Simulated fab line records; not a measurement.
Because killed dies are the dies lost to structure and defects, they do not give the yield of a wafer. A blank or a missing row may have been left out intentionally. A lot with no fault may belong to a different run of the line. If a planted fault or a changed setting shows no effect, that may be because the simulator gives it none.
Code-filled problem report in 8D (eight disciplines) form    flow n5_finfet    the parts of the form that need people (team, actions taken, sign-off) are left out

## 1. PROBLEM STATEMENT
At N5_BEOL_M1_PECVD_72, susceptor_temp_C averages 378.57 C over 6 wafers from 2 lots, while fault-free wafers read 399.99 C, standard deviation 0.23. Relative to the usual mean, that is a shift of -93 standard deviations.
The step: deposits SiO2 from TEOS/O2, target thk 16 nm, time 18 s.
First observed at day 8 23:40: wafer L702.3, on pecvd-03. Wafers with a number at this step in the record: 12, from 4 lots. By rule, "out" or "out of limits" means more than 4 standard deviations away from the usual mean. The other wafers with a number count as sound.

## 2. WHAT THIS IS AND IS NOT
question                     is                      is not
which readings at this step  susceptor_temp_C        heater_power_w, showerhead_plenum_p_Torr, throttle_valve_pct
which lots                   L702, L703              L691, L707
which wafers of those lots   all that have a number  -
read on which tools          pecvd-03                pecvd-01
when                         from day 8 23:40        up to then (3 sound wafers); but 3 sound wafers of L707 came after

## 3. SUSPECTS, AND WHAT RULES EACH OUT
Counting: a tool at any process step up to the reading remains a suspect when it ran all the lots that are out and ran no sound lot after the first of those.
- pecvd-03 at N5_BEOL_M1_PECVD_72 (deposits SiO2 from TEOS/O2, target thk 16 nm, time 18 s): kept. It ran every lot that is out, first L702 (day 8 23:40), and no sound lot after that; its last sound lot up to then is L691 (day 6 04:01). On those wafers its own readings are out: susceptor_temp_C.
The count leaves pecvd-03 at N5_BEOL_M1_PECVD_72.

## 4. THE CAUSE (what the simulator had put in)
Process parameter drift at N5_BEOL_M1_PECVD_72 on pecvd-03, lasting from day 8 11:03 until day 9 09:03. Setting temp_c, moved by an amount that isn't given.
The count eliminated every tool but this one.

## 5. THE CHAIN OF EFFECTS, in route order
Each row: a reading where the mean over the struck wafers with a number is more than 3 standard deviations away from the usual. Scope: only readings with a usual standard deviation given in the record; hours: median across lots of the time from each lot's start at the first step in this table that gives one to its start at this step; sigmas: change in usual standard deviations.
hours  step                 reading                   usual     on struck wafers  change  sigmas
0      N5_BEOL_M1_PECVD_72  susceptor_temp_C          399.99 C  378.57            -21.42  -93
9      N5_BEOL_M1_CMP_52    barrier_field_endpoint_s  24.6 s    27.2              +2.6    +3.3
The process steps in it:
- N5_BEOL_M1_PECVD_72: deposits SiO2 from TEOS/O2, target thk 16 nm, time 18 s.
- N5_BEOL_M1_CMP_52: polishes, stops on SiOC, t overpolish 6.8 s, target thk 40 nm.
At these later measuring or inspecting steps, every struck wafer for which the step has a row has a number for every such reading, and none has moved that far: N5_BEOL_M4_RC_MEAS_101.

## 6. HOW IT WOULD HAVE BEEN CAUGHT EARLIER
In this record no reading fell out of limits until day 8 23:40, 13 hours after the fault had begun at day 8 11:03.
